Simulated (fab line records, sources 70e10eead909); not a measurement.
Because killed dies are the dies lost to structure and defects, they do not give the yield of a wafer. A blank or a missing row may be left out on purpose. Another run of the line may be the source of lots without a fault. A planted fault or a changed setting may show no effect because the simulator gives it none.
Chamber matching || flow nand_harc || 3 sister chambers for NHARC_A_BONDPAD_DEP_00 on pecvd-04
The step deposits SiCN, target thk 250 nm. 3 wafers are shown with their chamber, then 9 later ones without.

WAFERS WITH THEIR CHAMBER
{"wafer": "L484.1", "chamber": 1, "heater_power_w (W)": 799}
{"wafer": "L484.2", "chamber": 2, "heater_power_w (W)": 475}
{"wafer": "L484.3", "chamber": 0, "heater_power_w (W)": 515}

WAFERS WITH NO CHAMBER GIVEN
{"wafer": "L485.1", "heater_power_w (W)": 496}
{"wafer": "L485.4", "heater_power_w (W)": 490}
{"wafer": "L485.6", "heater_power_w (W)": 510}
{"wafer": "L486.3", "heater_power_w (W)": 476}
{"wafer": "L486.4", "heater_power_w (W)": 478}
{"wafer": "L486.5", "heater_power_w (W)": 773}
{"wafer": "L488.2", "heater_power_w (W)": 781}
{"wafer": "L488.4", "heater_power_w (W)": 502}
{"wafer": "L488.6", "heater_power_w (W)": 486}

WHICH CHAMBER EACH WENT THROUGH
{"wafer": "L485.1", "from the rows above": "can't be placed: 0 or 2", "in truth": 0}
{"wafer": "L485.4", "from the rows above": "can't be placed: 2 or 0", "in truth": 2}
{"wafer": "L485.6", "from the rows above": 0, "in truth": 0}
{"wafer": "L486.3", "from the rows above": 2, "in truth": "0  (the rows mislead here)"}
{"wafer": "L486.4", "from the rows above": 2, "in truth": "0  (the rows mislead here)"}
{"wafer": "L486.5", "from the rows above": 1, "in truth": 1}
{"wafer": "L488.2", "from the rows above": 1, "in truth": 1}
{"wafer": "L488.4", "from the rows above": "can't be placed: 0 or 2", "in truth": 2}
{"wafer": "L488.6", "from the rows above": "can't be placed: 2 or 0", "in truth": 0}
3 of 9 placed correctly. From these rows, 4 cannot be placed; in 4 the true chamber is one of the candidates. 2 placed wrongly.
How it was worked out, from the rows above alone: a wafer's distance from a chamber is the root of the sum, over the readings, of the square of ((its reading less the chamber's mean) divided by the reading's scatter). If the next closest chamber is less than 2 further off than the closest, the wafer can't be placed; otherwise it belongs to the closest. A chamber's mean is the mean of its shown wafers. The scatter (one wafer shown for each chamber): square how far every hidden wafer sits from the nearest shown wafer, average those squares and take the square root.
